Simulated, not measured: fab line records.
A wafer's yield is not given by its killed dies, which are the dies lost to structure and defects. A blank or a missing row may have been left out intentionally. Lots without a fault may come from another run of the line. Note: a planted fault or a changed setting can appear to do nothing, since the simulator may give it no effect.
fab line records	flow n5Finfet
record lots=4	wafers=12	lastDay=19
route steps=1938 shown BEOL_M0_SAQP@658 BEOL_M0_CUTY@710 BEOL_M4@1111 PASSIVATION@1936
lots that met no fault: from a run of the same line without faults
startH: hours from the record's opening day to when the first of the lot's shown wafers began	waitH: hours elapsed since this lot's preceding step	" the same as in the row above	L1.1+2: one row covering several wafers at once	- no value, or no start given	* or withheld: withheld	< > ~ a bound
route shown NAME@n: names a module that has steps shown in the file, with the first one's number in the route	usual: average and standard deviation across the fault-free wafers	same: alike in all rows	chamber/n: place in a boat	sites: the reading at each site	_std_site: their standard deviation	_edge_site: the outer-site mean with the inner-site mean subtracted	radiusMm: for every site, how far away it sits from the centre of the wafer	mask NAME#n: copy n	behind: the tool/chamber that last shaped the wafer	hold: the reason the lot was held/the length of the hold in hours/how it ended	device: the transistor (n, p or np) that didn't switch	end of line: tests of these same wafers at the route's end	for a step that has no rows: nothing shown but its recipe	killed: dies that structure and defects cost at the first sort, which is not the same as the wafer's yield	map: per-die view of a wafer (x killed, . not killed, _ where there is no die)
set.NAME: the setting the step ran with; set.NAME@STEP: the setting that earlier step ran with	model.NAME: the simulator's own value behind a step, which no gauge read
lots at some steps of the route; a table a step, a row a wafer
services: a tool's chamber out of use, with start hour (startH, from the record's first day; less than 0 if before it), hours out, and reason
## steps
# step N5_BEOL_M0_SAQP_MANDREL_ETCH_20
# recipe targetDepthA=600	chemistry=HBr/Cl2	target=a-Si	stopOn=SiNx	btTimeS=10	maskMaterial=SOC	overEtchFrac=0.5	timeS=30	pressureMtorr=10	icpW=800	biasW=75	HBr_flow_sccm=150	Cl2_flow_sccm=80	ends=endPoint
# step N5_BEOL_M0_SAQP_STRIP_86
# recipe chemistry=N2/H2	powerW=500	tempC=40	pressureMtorr=50	rfFrequencyHz=6e+07	overashFraction=0.3	biasPowerW=28	h2Frac=0.5	n2FlowSccm=300	h2FlowSccm=300
# step N5_BEOL_M0_SAQP_STRIP_115
# recipe chemistry=postEtchResidueRemover	timeS=60	tempC=25	removerPh=withheld	removerWaterWtPct=withheld	removerFluorideWtPct=withheld
# step N5_BEOL_M0_SAQP_SRD_93
# recipe dry=ipaMarangoni	timeS=30	tempC=23	rinseLiquid=diw
# step N5_BEOL_M0_SAQP_RECESS_114
# recipe chemistry=HF/NH3	target=SiO2	targetDepthA=144	afsCycles=3	tempC=30	sublimationTempC=180	sublimationTimeS=60
# step N5_BEOL_M0_SAQP_SPACER1_ALD_98
# recipe material=SiO2	targetThkA=128	tempC=300	aldPrecursorFamily=BDEAS	aldCoReactant=O2-plasma	pulseTimeS=1	purgeTimeS=2	coReactantPurgeTimeS=2	aldCycles=138	pressureTorr=2
# step N5_BEOL_M0_SAQP_SPACER1_ETCHBACK_99
# recipe chemistry=CHF3/O2	mode=anisotropicEtchback	target=SiO2	targetDepthA=154	timeS=7.7	pressureMtorr=30	sourceW=650	biasW=170	Ar_flow_sccm=200	CHF3_flow_sccm=50	O2_flow_sccm=5	ionEnergyEv=200
# step N5_BEOL_M0_SAQP_MANDREL1_REMOVE_100
# recipe chemistry=HBr/Cl2/O2	btTimeS=10	target=a-Si	stopOn=SiNx	endpoint=OES-SiCl	overEtchFrac=0.85	icpW=600	biasW=30	HBr_flow_sccm=150	Cl2_flow_sccm=80	O2_flow_sccm=5	pressureMtorr=10
# step N5_BEOL_M0_SAQP_ETCH_101
# recipe chemistry=CH3F/O2	target=SiNx	maskMaterial=SiO2	targetDepthA=299	timeS=42.7	pressureMtorr=30	sourceW=395	biasW=73	Ar_flow_sccm=150	CH3F_flow_sccm=30	O2_flow_sccm=20	ionEnergyEv=120
# step N5_BEOL_M0_SAQP_ETCH_102
# recipe chemistry=CF4	target=SiO2	targetDepthA=40	ionEnergyEv=350	timeS=4.4	pressureMtorr=10	icpW=800	biasW=400	cf4FlowSccm=80
# step N5_BEOL_M0_SAQP_MANDREL_ETCH_103
# recipe chemistry=HBr/Cl2	target=a-Si	targetDepthA=450	btTimeS=10	stopOn=SiCN	maskMaterial=SiO2	overEtchFrac=0.8	timeS=27	pressureMtorr=10	icpW=800	biasW=75	HBr_flow_sccm=150	Cl2_flow_sccm=80	ends=endPoint
# step N5_BEOL_M0_SAQP_RECESS_104
# recipe chemistry=HF/NH3	target=SiO2	targetDepthA=180	afsCycles=3	tempC=30	sublimationTempC=180	sublimationTimeS=60
# usual drypumpMotorCurrentA=5.5/0.46
# same sublimationTimeS=60
lot.wafer	tool	chamber	startH	waitH	drypumpMotorCurrentA
L133.1	vaporEtch-02	1	115.78	0.1	4.9
L133.2	"	0	"	"	5.6
L133.3	"	1	"	"	4.9
L140.2	vaporEtch-02	1	153.02	0.1	4.9
L140.5	"	0	"	"	5.6
L140.6	"	1	"	"	4.9
L143.1	vaporEtch-02	1	180.88	0.1	4.9
L143.2	"	0	"	"	5.6
L143.4	"	0	"	"	5.6
L155.1	vaporEtch-01	0	247.74	0.1	6.1
L155.2	"	1	"	"	5.2
L155.5	"	1	"	"	5.2
# step N5_BEOL_M0_SAQP_COAT_105
# recipe resist=SOC	tempC=250	timeS=60	spinRpm=1500	resistThkNm=100
# step N5_BEOL_M0_SAQP_ETCH_106
# recipe chemistry=N2/H2	target=SOC	targetDepthA=1500	stopOn=SiNx	ionEnergyEv=100	biasW=61	pressureMtorr=30	sourceW=850	n2FlowSccm=200	h2FlowSccm=200
# step N5_BEOL_M0_SAQP_ETCH_107
# recipe chemistry=CH3F/O2	target=SiNx	targetDepthA=300	maskMaterial=SOC	pressureMtorr=30	sourceW=395	biasW=73	Ar_flow_sccm=150	CH3F_flow_sccm=30	O2_flow_sccm=20	ionEnergyEv=120
# step N5_BEOL_M0_SAQP_STRIP_108
# recipe chemistry=N2/H2	powerW=500	tempC=40	pressureMtorr=50	rfFrequencyHz=6e+07	overashFraction=0.3	biasPowerW=28	h2Frac=0.5	n2FlowSccm=300	h2FlowSccm=300
# step N5_BEOL_M0_SAQP_RECESS_109
# recipe chemistry=HF/NH3	target=SiO2	targetDepthA=30	afsCycles=1	tempC=30	sublimationTempC=180	sublimationTimeS=60
# step N5_BEOL_M0_SAQP_SPACER2_ALD_26
# recipe material=SiO2	targetThkA=150	tempC=300	aldPrecursorFamily=BDEAS	aldCoReactant=O2-plasma	pulseTimeS=1	purgeTimeS=2	coReactantPurgeTimeS=2	pressureTorr=2
# step N5_BEOL_M0_SAQP_SPACER2_ETCHBACK_27
# recipe chemistry=CHF3/O2	mode=anisotropicEtchback	target=SiO2	targetDepthA=225	timeS=11.25	pressureMtorr=30	sourceW=650	biasW=170	Ar_flow_sccm=200	CHF3_flow_sccm=50	O2_flow_sccm=5	ionEnergyEv=200
# step N5_BEOL_M0_SAQP_MANDREL2_REMOVE_110
# recipe chemistry=HBr/Cl2/O2	btTimeS=10	target=a-Si	stopOn=SiCN	endpoint=OES-SiCl	overEtchFrac=1	icpW=600	biasW=30	HBr_flow_sccm=150	Cl2_flow_sccm=80	O2_flow_sccm=5	pressureMtorr=10
# step N5_BEOL_M0_SAQP_COAT_69
# recipe resist=SOC	tempC=250	timeS=60	spinRpm=1500	resistThkNm=90
# step N5_BEOL_M0_SAQP_COAT_72
# recipe resist=SiARC	tempC=220	timeS=60	spinRpm=1500	resistThkNm=15
# step N5_BEOL_M0_SAQP_COAT_87
# recipe resist=underlayer	tempC=205	timeS=60	spinRpm=1500	resistThkNm=5
# step N5_BEOL_M0_SAQP_COAT_34
# recipe resist=CAR-EUV	spinRpm=1500	resistThkNm=30
# step N5_BEOL_M0_SAQP_EBR_36
# recipe solvent=PGMEA	ebrWidthMm=1.5
# step N5_BEOL_M0_SAQP_SOFTBAKE_35
# recipe tempC=110	timeS=60	resist=CAR-EUV
# step N5_BEOL_M0_SAQP_EXPOSE_37
# recipe maskId=M0_CUT1	na=0.33	sourceShape=annular	sigmaInner=0.35	sigmaOuter=0.8	polarization=unpolarized	targetCdNm=30	doseMj=44.75
# step N5_BEOL_M0_SAQP_PEB_38
# recipe pebTempC=100	pebTimeS=60	resist=CAR-EUV
# step N5_BEOL_M0_SAQP_DEVELOP_39
# recipe developTimeS=30	developer=TMAH	resist=CAR-EUV	rinseLiquid=surfactantRinse	dry=airSpin	devTempC=23
# step N5_BEOL_M0_SAQP_INSPECT_42
# recipe mode=adi	inspectInstrument=brightfield
# usual rawDefectCount=292/74
lot.wafer	tool	chamber	startH	waitH	rawDefectCount
L133.1	defectInspect-01	-	117.67	0.1	239
L133.2	"	-	"	"	278
L133.3	"	-	"	"	235
L140.2	defectInspect-02	-	154.99	0.0	847
L140.5	"	-	"	"	770
L140.6	"	-	"	"	889
L143.1	defectInspect-02	-	182.78	0.1	796
L143.2	"	-	"	"	757
L143.4	"	-	"	"	823
L155.1	defectInspect-01	-	251.49	0.1	235
L155.2	"	-	"	"	265
L155.5	"	-	"	"	184
# step N5_BEOL_M0_SAQP_DESCUM_45
# recipe chemistry=O2	timeS=7	sourcePowerW=50	biasPowerW=20	pressureMtorr=20	rfFrequencyHz=2.712e+07	tempC=40	resist=CAR-EUV	o2FlowSccm=225
# step N5_BEOL_M0_SAQP_ETCH_88
# recipe chemistry=N2/H2	target=underlayer	targetDepthA=65	timeS=5.2	ionEnergyEv=200	maskMaterial=CAR-EUV	pressureMtorr=30	sourceW=840	biasW=150	n2FlowSccm=200	h2FlowSccm=200	ends=cleared
# step N5_BEOL_M0_SAQP_ETCH_73
# recipe chemistry=CF4	target=SiARC	targetDepthA=195	maskMaterial=CAR-EUV	timeS=32.5	ionEnergyEv=80	pressureMtorr=40	sourceW=545	biasW=36	Ar_flow_sccm=100	cf4FlowSccm=100	ends=cleared
# step N5_BEOL_M0_SAQP_CUT_ETCH_46
# recipe chemistry=N2/H2	target=SOC	targetDepthA=1350	overetchA=270	tempC=40	timeS=202.5	ionEnergyEv=200	maskMaterial=SiARC	pressureMtorr=30	sourceW=840	biasW=150	n2FlowSccm=200	h2FlowSccm=200
# step N5_BEOL_M0_SAQP_STRIP_74
# recipe chemistry=N2/H2	tempC=40	n2FlowSccm=200	h2FlowSccm=200	rfFrequencyHz=6e+07
# step N5_BEOL_M0_SAQP_STRIP_89
# recipe chemistry=N2/H2	tempC=40	n2FlowSccm=200	h2FlowSccm=200	rfFrequencyHz=6e+07
# step N5_BEOL_M0_SAQP_ALD_48
# recipe material=SiO2	targetThkA=200	tempC=100	aldPrecursorFamily=BDEAS	aldCoReactant=O2-plasma	pulseTimeS=1	coReactantPulseTimeS=1	purgeTimeS=2	coReactantPurgeTimeS=2	aldCycles=139	pressureTorr=2
# step N5_BEOL_M0_SAQP_ETCH_49
# recipe chemistry=CF4/O2	targetDepthA=370	target=SiO2	pressureMtorr=40	sourceW=535	biasW=49	Ar_flow_sccm=100	cf4FlowSccm=100	O2_flow_sccm=10	ionEnergyEv=100
# step N5_BEOL_M0_CUTY_INSPECT_59
# recipe mode=adi	inspectInstrument=macro
# usual rawDefectCount=1.8/1.4
lot.wafer	tool	chamber	startH	waitH	rawDefectCount
L133.1	defectInspect-01	-	118.94	0.0	2
L133.2	"	-	"	"	3
L133.3	"	-	"	"	0
L140.2	defectInspect-02	-	156.68	0.0	>300
L140.5	"	-	"	"	>300
L140.6	"	-	"	"	>300
L143.1	defectInspect-02	-	184.18	0.0	>300
L143.2	"	-	"	"	>300
L143.4	"	-	"	"	>300
L155.1	defectInspect-02	-	253.13	0.0	1
L155.2	"	-	"	"	1
L155.5	"	-	"	"	1
# step N5_BEOL_M4_RC_MEAS_101
# usual DIBL_N=36.1/1.4	DIBL_P=36.3/1.4	IOFF_N=0.154/0.021	IOFF_P=0.21/0.032	ION_N=670/8.1	ION_P=461/7	SS_N=71.4/0.49	SS_P=73.3/0.5	VT_N=250.4/2.6	VT_P=-250/3.7
lot.wafer	tool	chamber	startH	waitH	DIBL_N[mV/V]	DIBL_P[mV/V]	IOFF_N[nA/um]	IOFF_P[nA/um]	ION_N[uA/um]	ION_P[uA/um]	SS_N[mV/dec]	SS_P[mV/dec]	VT_N[mV]	VT_P[mV]
L133.1	prober-02	0	184.41	0.0	34.1	34.8	0.128	0.17	662	455	71.5	73.2	252.8	-254
L133.2	"	0	"	"	35.2	36.4	0.147	0.18	669	458	71.7	73.1	250.0	-252
L133.3	"	0	"	"	36.3	36.7	0.159	0.20	665	454	71.8	74.1	253.6	-253
L140.2	prober-02	0	228.20	0.2	34.6	34.5	0.141	0.24	664	466	71.4	73.2	252.3	-246
L140.5	"	0	"	"	36.5	36.4	0.174	0.28	677	472	71.2	73.9	247.8	-245
L140.6	"	0	"	"	35.3	34.7	0.140	0.24	663	468	70.4	73.1	252.6	-247
L143.1	prober-01	0	255.02	0.0	39.2	38.6	0.200	0.25	673	464	71.5	74.7	248.4	-251
L143.2	"	0	"	"	37.9	37.2	0.172	0.21	673	460	71.6	73.7	249.3	-252
L143.4	"	0	"	"	37.1	35.8	0.155	0.21	664	459	71.9	73.1	250.6	-252
L155.1	prober-01	0	339.56	0.0	36.1	35.4	0.147	0.21	668	459	71.9	73.3	252.0	-247
L155.2	"	0	"	"	37.4	37.4	0.173	0.23	679	468	71.7	73.5	249.5	-247
L155.5	"	0	"	"	37.3	37.5	0.169	0.24	660	457	71.1	73.5	249.8	-248
# step N5_PASSIVATION_PROBE_49
# usual defectLimitedYield=91.0/1.6	killed_at_M0_to_M3=35/11	killed_at_M4_up=14/5.1	killedAtContacts=12/6.6	killedAtFrontEnd=41/12	killedAtOther=4/3	killedDies=107/19	killedOpen=70/15	killedShort=35/8.5	sort_bin_5_function=5.3/1	sort_bin_6_memory=3.4/0.73	sortNPass=1073/19	sortYieldPct=91.0/1.6
# same grossDies=1180	killedAtBackSide=0	sort_bin_4_leakage[%]=0	sort_bin_8_speed[%]=0
lot.wafer	tool	chamber	startH	waitH	defectLimitedYield[%]	killed_at_M0_to_M3	killed_at_M4_up	killedAtContacts	killedAtFrontEnd	killedAtOther	killedDies	killedOpen	killedShort	sort_bin_5_function[%]	sort_bin_6_memory[%]	sortNPass	sortYieldPct[%]
L140.2	prober-01	-	332.37	0.1	80.9	153	13	9	45	5	225	75	35	11.8	4.9	955	80.9
L140.5	prober-01	-	332.52	0.2	83.4	146	10	8	31	1	196	40	33	10.5	3.3	984	83.4
L140.6	prober-01	-	332.57	0.3	84.7	132	6	10	33	0	181	43	26	9.3	3.6	999	84.7
L143.1	prober-01	-	361.33	0.0	84.2	127	13	4	37	6	187	52	23	10.1	3.6	993	84.2
L143.2	prober-01	-	361.38	0.1	80.1	155	9	9	60	2	235	73	44	12.1	6.0	945	80.1
L143.4	prober-01	-	361.48	0.2	79.9	161	12	5	50	9	237	78	35	12.5	5.1	943	79.9
# killed by level:class
L140.2 BEOL_M0_SAQP:unspecified=113 STI_FIN_REVEAL:geometricParticle:open=18 BEOL_M0_SAQP:geometricParticle:short=11 BEOL_M0_SAQP:geometricParticle:open=9 MOL_CONTACT_COAG:geometricParticle:open=7 FIN_SAQP:geometricParticle:short=6 BEOL_M2:geometricParticle:open=6 DUMMY_GATE:geometricParticle:open=5
L140.5 BEOL_M0_SAQP:unspecified=122 BEOL_M0_SAQP:geometricParticle:short=7 BEOL_M3:geometricParticle:open=7 STI_FIN_REVEAL:geometricParticle:open=6 GATE_CUT:geometricParticle:short=6 FIN_SAQP:geometricParticle:open=5 MOL_CONTACT_COAG:geometricParticle:open=5 BEOL_M4:geometricParticle:short=4
L140.6 BEOL_M0_SAQP:unspecified=110 FIN_SAQP:geometricParticle:open=10 MOL_CONTACT_COAG:geometricParticle:open=9 BEOL_M0_SAQP:geometricParticle:short=5 BEOL_M0_SAQP:geometricParticle:open=4 BEOL_M1:geometricParticle:short=4 FIN_SAQP:geometricParticle:short=3 STI_FIN_REVEAL:geometricParticle:open=3
L143.1 BEOL_M0_SAQP:unspecified=110 STI_FIN_REVEAL:geometricParticle:open=10 GATE_CUT:geometricParticle:short=6 BEOL_M3:geometricParticle:open=5 BEOL_M4:geometricParticle:open=5 BEOL_M5:geometricParticle:open=4 FIN_SAQP:geometricParticle:open=3 DUMMY_GATE:geometricParticle:open=3
L143.2 BEOL_M0_SAQP:unspecified=117 STI_FIN_REVEAL:geometricParticle:open=13 FIN_SAQP:geometricParticle:open=12 FIN_SAQP:geometricParticle:short=9 MOL_CONTACT_COAG:geometricParticle:open=9 GATE_CUT:geometricParticle:short=8 BEOL_M2:geometricParticle:open=6 BEOL_M0:geometricParticle:short=6
L143.4 BEOL_M0_SAQP:unspecified=122 STI_FIN_REVEAL:geometricParticle:open=18 BEOL_M3:geometricParticle:open=14 FIN_SAQP:geometricParticle:short=9 FIN_SAQP:geometricParticle:open=9 BEOL_M0_SAQP:geometricParticle:open=8 BEOL_M2:geometricParticle:open=7 BEOL_M0_SAQP:geometricParticle:short=6
# map L140.2 (x killed, . not)
_________________......x.....________________
______________.......x......x..._____________
___________.xxx......x...........x.__________
__________xxxx.x...................._________
________..xxxxxx.x...................._______
_______xxxxxxxxxx.x.x..................______
______xxxxxxxxxxxxx..........x...x......_____
_____xxxxxxxxxxxxxxx.....................____
____.xxxxxxxxxxxxxxxx..........x.x.x......___
___.x.xxxxxxxxxxxx.........x.....x.........__
___..xxxxxxxxxxxxx........xx..xx.xx........__
__.....xxxxxxxxx..x..x......x..............._
__......xxxxxx.x.x......x.......x.x...x....._
_.........xx........x.x..x...............x...
_....x.x...................x.......x.........
_......x...........xx......................x.
_.....x..........x..x.x.x............x.x....x
_........xx................x......x..x.x.....
_.............................x........x....x
_.......x................x...................
_..x....x....x....x...x..................xx.x
__.x...........xx.....x.........x.x........._
__..xx............x.........x...x........x.._
___..xx........x........x.....x.....x......__
___........................................__
____..................x...x.........x.....___
_____...x..x...........x.......x.........____
______..............x..................._____
_______........x.......................______
________........x....xx........xx...x._______
__________.........x..xx.xx........._________
___________........x.x....x........__________
______________.xx..x.........x.._____________
_________________............________________
# map L143.4 (x killed, . not)
_________________x...........________________
______________.................._____________
___________.x.......x.x............__________
__________............x............._________
________.......xx...........x.xxx....x_______
_______..x.x................x.....x..x.______
______...x......x................x.x...._____
_____...x...............x.x.............x____
____..x..................x.........x......___
___.....x..................x....x..........__
___........x....x..........x......x....x...__
__.x..x............x..x...................x._
__...xxxxxx..x..........x..x....x..........._
_.xxxxxxxxxxx.x..............................
_..xxxxxxxxxxxxx.......x...x...............x.
_xx.xxxxxxxxxx..........x.......x.x....x.....
_xxxxxxxxxxxxxxxx........x.......x..x........
_..xxxxxxxxxxxx..................xx..........
_xxxxxxxxxxxxx.x.....x......x....xx..........
_xxxxxxxxxxxxxx....xx........................
_.xxxxxxxxxxxxx...x.........xx.x.............
__...xxxxxxx.x...x.........................x_
__...xx..xx..x.............x................_
___x...x.x.....xx.....x.x.....x....x.......__
___x.x..........x..............xx..........__
____..x.............xx...x............x.x.___
_____......x.x....x......x........x.x....____
______....x.x..x......................x._____
_______.............x.............xx...______
________............x.x.x............._______
__________.......x......x...x......._________
___________.x.................x.x..__________
______________.................._____________
_________________............________________
## services
tool	chamber	startH	hours	kind
vaporEtch-02	-	102.72	0.1	repair
vaporEtch-01	-	223.33	2.8	pm
## key
firstSign step=N5_BEOL_M0_SAQP_INSPECT_42	reading=rawDefectCount	direction=up	sigmas=7.1	usual=292	struck=814
effect step=N5_BEOL_M0_CUTY_INSPECT_59	reading=rawDefectCount	direction=up	sigmas=99+	usual=1.8	struck=>300
effect step=N5_PASSIVATION_PROBE_49	reading=killed_at_M0_to_M3	direction=up	sigmas=9.8	usual=35	struck=146
moreKillsBornAt N5_BEOL_M0_SAQP_RECESS_104@vaporEtch-02=694
metAt N5_BEOL_M0_SAQP_RECESS_104
struckWafers L140.2,L140.5,L140.6,L143.1,L143.2,L143.4
onsetBetween 115.78 153.02
fault kind=chamberParticleSource	tool=vaporEtch-02	chamber=-	onsetH=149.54	steps=N5_BEOL_M0_SAQP_RECESS_104	ratePerVisitCm2=0.80197	endH=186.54
